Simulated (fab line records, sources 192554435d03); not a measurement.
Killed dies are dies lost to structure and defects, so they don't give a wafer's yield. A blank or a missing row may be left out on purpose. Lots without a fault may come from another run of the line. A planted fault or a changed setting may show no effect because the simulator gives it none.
Which tool did it? | flow n5_finfet | 8 lots, 23 wafers sampled, at 6 steps of a route of 1938

WHAT THE GAUGES READ, wafer by wafer
N5_FIN_SAQP_OVL_MEAS_17.
lot  | measured    | on         | FIN_CORE_OVL (nm)
L981 | day 1 21:43 | overlay-02 | 0.6 0.4 -1.0
L982 | day 2 04:15 | overlay-01 | -1.0 -0.1 -0.6
L987 | day 3 09:41 | overlay-01 | 0.8 -0.8 1.4
L989 | day 3 21:44 | overlay-01 | 0.4 0.1 1.6
L998 | day 6 04:04 | overlay-01 | - - -
L999 | day 6 11:10 | overlay-02 | - - -
L100 | day 6 17:09 | overlay-01 | - - -
L104 | day 7 16:11 | overlay-01 | 1.5 1.7

N5_BEOL_M4_RC_MEAS_101.
lot  | measured     | on        | DIBL_N (mV/V)  | DIBL_P (mV/V)  | IOFF_N (nA/um) | IOFF_P (nA/um) | IOFF_P_85C (nA/um) | IOFF_P_LIN (nA/um) | IOFF_P_LONG (nA/um)        | ION_N (uA/um) | ION_P (uA/um) | REXT_P (ohm.um)  | SS_N (mV/dec)  | SS_P (mV/dec)  | VT_N (mV)   | VT_P (mV)      | VT_P_LONG (mV)       | VT_P_LVT (mV)
L981 | day 8 12:22  | prober-01 | 34.7 36.7 33.9 | 33.8 36.3 32.7 | 0.13 0.16 0.12 | 0.20 0.24 0.19 | 3.5 4.1 3.3        | 0.102 0.117 0.097  | 0.000122 0.000122 0.000125 | 653 672 667   | 456 469 468   | 99.4 96.7 98.3   | 71.5 71.4 71.0 | 72.0 73.8 72.1 | 255 249 252 | -250 -243 -246 | -270.9 -269.7 -268.7 | -97 -95 -97
L982 | day 8 21:15  | prober-02 | 34.6 33.6 33.5 | 36.4 35.3 35.5 | 0.13 0.13 0.13 | 0.19 0.17 0.18 | 3.3 3.1 3.2        | 0.090 0.084 0.087  | 0.000104 9.7e-05 0.000107  | 652 660 652   | 449 452 447   | 100.0 99.1 99.3  | 71.9 71.7 72.0 | 73.2 73.2 73.0 | 254 253 254 | -252 -253 -255 | -278.0 -280.3 -278.5 | -101 -103 -103
L987 | day 10 03:35 | prober-01 | 36.4 34.6 35.0 | 36.8 33.4 35.4 | 0.15 0.11 0.12 | 0.20 0.16 0.20 | 3.6 3.0 3.5        | 0.099 0.086 0.099  | 9.8e-05 9.1e-05 0.000102   | 678 653 669   | 464 452 468   | 104.5 104.0 99.6 | 71.5 70.4 71.6 | 73.5 72.5 72.8 | 252 255 255 | -251 -253 -252 | -277.9 -276.8 -273.2 | -101 -102 -101
L989 | day 10 06:41 | prober-01 | 34.1 36.0 37.1 | 32.0 35.3 37.1 | 0.11 0.13 0.15 | 0.14 0.16 0.20 | 2.7 3.0 3.5        | 0.075 0.081 0.093  | 9.3e-05 0.000101 9.2e-05   | 661 658 654   | 453 450 455   | 98.3 100.7 99.7  | 70.8 71.4 72.1 | 72.9 73.9 74.2 | 259 255 251 | -259 -258 -254 | -279.6 -275.2 -279.4 | -102 -103 -102
L998 | day 13 13:41 | prober-02 | 36.5 40.5 36.9 | 56.3 59.7 57.3 | 0.14 0.22 0.14 | 0.00 0.00 0.00 | 0.1 0.1 0.1        | 0.001 0.001 0.001  | 3e-05 2.6e-05 3.2e-05      | 670 674 665   | 115 114 117   | 81.0 80.1 78.0   | 71.0 72.4 71.9 | 76.4 77.5 77.3 | 250 246 253 | -422 -417 -416 | -493.2 -496.3 -495.0 | -265 -264 -265
L999 | day 12 21:49 | prober-01 | 35.9 34.4 36.0 | 57.7 56.9 57.8 | 0.18 0.14 0.18 | 0.00 0.00 0.00 | 0.1 0.1 0.1        | 0.001 0.001 0.001  | 2.9e-05 3.2e-05 3.1e-05    | 676 655 677   | 118 117 118   | 79.0 78.3 77.9   | 71.0 70.9 72.3 | 76.9 77.5 77.1 | 248 255 248 | -410 -414 -414 | -497.6 -494.7 -492.9 | -262 -262 -263
L100 | day 12 22:44 | prober-01 | 33.0 32.5 35.2 | 50.2 52.3 56.0 | 0.10 0.10 0.14 | 0.00 0.00 0.00 | 0.0 0.1 0.1        | 0.000 0.000 0.000  | 2.5e-05 3e-05 2.9e-05      | 653 643 668   | 112 112 114   | 80.1 79.7 79.8   | 71.0 70.5 71.3 | 74.9 76.0 77.2 | 258 259 250 | -423 -420 -419 | -494.8 -496.0 -496.1 | -271 -270 -265
L104 | day 14 06:51 | prober-02 | 37.1 34.0      | 38.2 34.5      | 0.17 0.12      | 0.21 0.16      | 3.7 2.9            | 0.095 0.078        | 0.0001 8.6e-05             | 685 675       | 470 460       | 102.0 101.5      | 71.1 70.8      | 74.5 73.5      | 253 252     | -253 -258      | -280.8 -279.6        | -103 -105

WHICH TOOL RAN EACH LOT (tool, then ch and the chambers of the sampled wafers, then the start)
lot  | N5_ZERO_LAYER_ETCH_17             | N5_ZERO_LAYER_STRIP_24              | N5_PMOS_HMC_CHANNEL_EPI_FIN_RECESS_16 | N5_FIN_SAQP_PECVD_48
L981 | rie_diel-06 ch 0,2, day 1 12:50   | plasma_asher-01 ch 0,1, day 1 13:02 | rie_si-03 ch 1,2, day 1 17:44         | pecvd-02 ch 0,2, day 1 21:04
L982 | rie_diel-04 ch 0,1,2, day 1 18:43 | plasma_asher-02 ch 1, day 1 18:54   | rie_si-02 ch 1,2,3, day 1 23:32       | pecvd-04 ch 0,1, day 2 03:34
L987 | rie_diel-03 ch 2,3, day 3 00:50   | plasma_asher-01 ch 0,1, day 3 01:10 | rie_si-04 ch 0,2,3, day 3 06:02       | pecvd-02 ch 0,1,2, day 3 09:03
L989 | rie_diel-04 ch 1,3, day 3 12:43   | plasma_asher-01 ch 0,1, day 3 12:53 | rie_si-03 ch 1,2,3, day 3 17:47       | pecvd-01 ch 0,1,2, day 3 21:04
L998 | rie_diel-03 ch 0,2,3, day 5 18:51 | plasma_asher-01 ch 0,1, day 5 19:01 | rie_si-03 ch 0,1,3, day 6 00:02       | pecvd-01 ch 0,1,2, day 6 03:25
L999 | rie_diel-06 ch 0,1,3, day 6 01:02 | plasma_asher-02 ch 0,1, day 6 01:12 | rie_si-03 ch 1,2,3, day 6 05:53       | pecvd-01 ch 0,1, day 6 10:25
L100 | rie_diel-06 ch 0,2,3, day 6 06:48 | plasma_asher-01 ch 0,1, day 6 06:58 | rie_si-03 ch 0,2,3, day 6 12:58       | pecvd-04 ch 0,1, day 6 16:34
L104 | rie_diel-06 ch 0,2, day 7 06:44   | plasma_asher-02 ch 0,1, day 7 06:55 | rie_si-02 ch 1,2, day 7 12:14         | pecvd-04 ch 2, day 7 15:29
- N5_ZERO_LAYER_ETCH_17: etches SiO2 in CF4, target depth 12 nm, time 13.3 s.
- N5_ZERO_LAYER_STRIP_24: strips in O2.
- N5_PMOS_HMC_CHANNEL_EPI_FIN_RECESS_16: chemistry HBr/Cl2, target Si, target depth 54 nm, time 18 s.
- N5_FIN_SAQP_PECVD_48: deposits SiNx from SiH4/NH3/N2, target thk 25 nm, time 22.1 s.

WHAT THE TOOLS THEMSELVES READ (means of the sampled wafers that have a number; where no wafer has one, the mark that the record gives instead)
N5_ZERO_LAYER_ETCH_17.
lot  | tool        | drypump_motor_current_A (A) | oes_product_au (a.u.) | rf_vpp_V (V) | showerhead_plenum_p_Torr (Torr) | throttle_valve_pct (%)
L981 | rie_diel-06 | 5.8                         | 0.78                  | 948          | 2.11                            | 15.66
L982 | rie_diel-04 | 5.6                         | 0.76                  | 947          | 2.11                            | 15.77
L987 | rie_diel-03 | 5.6                         | 0.79                  | 948          | 2.15                            | 15.68
L989 | rie_diel-04 | 5.2                         | 0.87                  | 948          | 2.11                            | 15.51
L998 | rie_diel-03 | 5.6                         | 0.78                  | 949          | 2.15                            | 15.75
L999 | rie_diel-06 | 5.7                         | 0.84                  | 948          | 2.14                            | 15.58
L100 | rie_diel-06 | 5.8                         | 0.82                  | 949          | 2.13                            | 15.59
L104 | rie_diel-06 | 5.6                         | 0.76                  | 946          | 2.10                            | 15.68

N5_ZERO_LAYER_STRIP_24.
lot  | tool            | drypump_motor_current_A (A) | heater_power_w (W) | o2_flow_sccm (sccm) | oes_product_au (a.u.) | strip_time_to_endpoint_s (s)
L981 | plasma_asher-01 | 6.51                        | 312                | 6761                | 0.645                 | 43.81
L982 | plasma_asher-02 | 5.94                        | 296                | 6743                | 0.646                 | 43.80
L987 | plasma_asher-01 | 6.48                        | 308                | 6772                | 0.650                 | 43.88
L989 | plasma_asher-01 | 6.51                        | 317                | 6741                | 0.647                 | 43.82
L998 | plasma_asher-01 | 6.51                        | 313                | 6752                | 0.649                 | 43.94
L999 | plasma_asher-02 | 5.99                        | 321                | 6758                | 0.647                 | 43.93
L100 | plasma_asher-01 | 6.50                        | 313                | 6755                | 0.648                 | 43.76
L104 | plasma_asher-02 | 5.97                        | 314                | 6782                | 0.645                 | 43.94

N5_PMOS_HMC_CHANNEL_EPI_FIN_RECESS_16.
lot  | tool      | HBr_flow_sccm (sccm) | bias_w (W) | drypump_motor_current_A (A) | oes_product_au (a.u.) | throttle_valve_pct (%)
L981 | rie_si-03 | 149.9                | 74.76      | 6.1                         | 1.002                 | 36.1
L982 | rie_si-02 | 149.6                | 75.06      | 6.0                         | 0.992                 | 35.7
L987 | rie_si-04 | 149.9                | 74.92      | 5.7                         | 0.996                 | 35.6
L989 | rie_si-03 | 150.1                | 74.89      | 5.7                         | 0.994                 | 35.5
L998 | rie_si-03 | -                    | -          | -                           | -                     | -
L999 | rie_si-03 | -                    | -          | -                           | -                     | -
L100 | rie_si-03 | -                    | -          | -                           | -                     | -
L104 | rie_si-02 | 150.1                | 75.00      | 5.7                         | 0.993                 | 35.6

N5_FIN_SAQP_PECVD_48.
lot  | tool     | heater_power_w (W) | showerhead_plenum_p_Torr (Torr) | throttle_valve_pct (%)
L981 | pecvd-02 | 706                | 5.22                            | 43.6
L982 | pecvd-04 | 714                | 5.13                            | 39.6
L987 | pecvd-02 | 773                | 5.20                            | 37.4
L989 | pecvd-01 | 770                | 5.14                            | 39.9
L998 | pecvd-01 | 730                | 5.14                            | 40.1
L999 | pecvd-01 | 641                | 5.17                            | 39.8
L100 | pecvd-04 | 719                | 5.12                            | 39.6
L104 | pecvd-04 | 910                | 5.03                            | 41.6

THE ANSWER, worked out from the rows above alone
Rule: what is usual is taken from the lots themselves. Put in order of their means at a reading, lots are off if they are a third of the lots or fewer, leave a main group of 4 or more, and stand apart from it by a gap of 3 or more times the standard deviation of the main group's means; of several such gaps the widest counts. A main group whose means are all the same, to the digits that the tables above print for the reading, isn't used. A lot without any number at a reading at which 4 lots or more have one is off too. The other lots that the step has rows for count as sound. The gauges are gone through in route order, then the tools' own readings, and for those a lot's mean is taken as printed above. The first step at which some lot is off is used, and at that step the reading that is off furthest; a lot without a number counts as furthest.
Off: L998, L999, L100, at N5_FIN_SAQP_OVL_MEAS_17 (FIN_CORE_OVL). Without a number there: L998, L999, L100. The main group: mean 0.4 nm, standard deviation 0.72.
A tool fits if, at a process step before that reading, it ran every lot that is off, and no sound lot after the first of them. The gauges at N5_FIN_SAQP_OVL_MEAS_17 aren't tried: what is off there is off at N5_PMOS_HMC_CHANNEL_EPI_FIN_RECESS_16 too, on other tools, and a gauge's error can't cause that. One fits: rie_si-03 at N5_PMOS_HMC_CHANNEL_EPI_FIN_RECESS_16. Its last sound lot is L989 (day 3 17:47), its first lot that is off L998 (day 6 00:02): a fault that began between those two fits.
Blank at N5_PMOS_HMC_CHANNEL_EPI_FIN_RECESS_16 on the lots that are off, where sound lots have numbers: HBr_flow_sccm, bias_w, drypump_motor_current_A, oes_product_au, throttle_valve_pct.

WHAT THE SIMULATOR HAD PUT IN
Skipped step whole: rie_si-03, from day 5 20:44 on, at N5_PMOS_HMC_CHANNEL_EPI_FIN_RECESS_16. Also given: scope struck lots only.
Lots struck among those shown: L998, L999, L100. The rule above found the same.
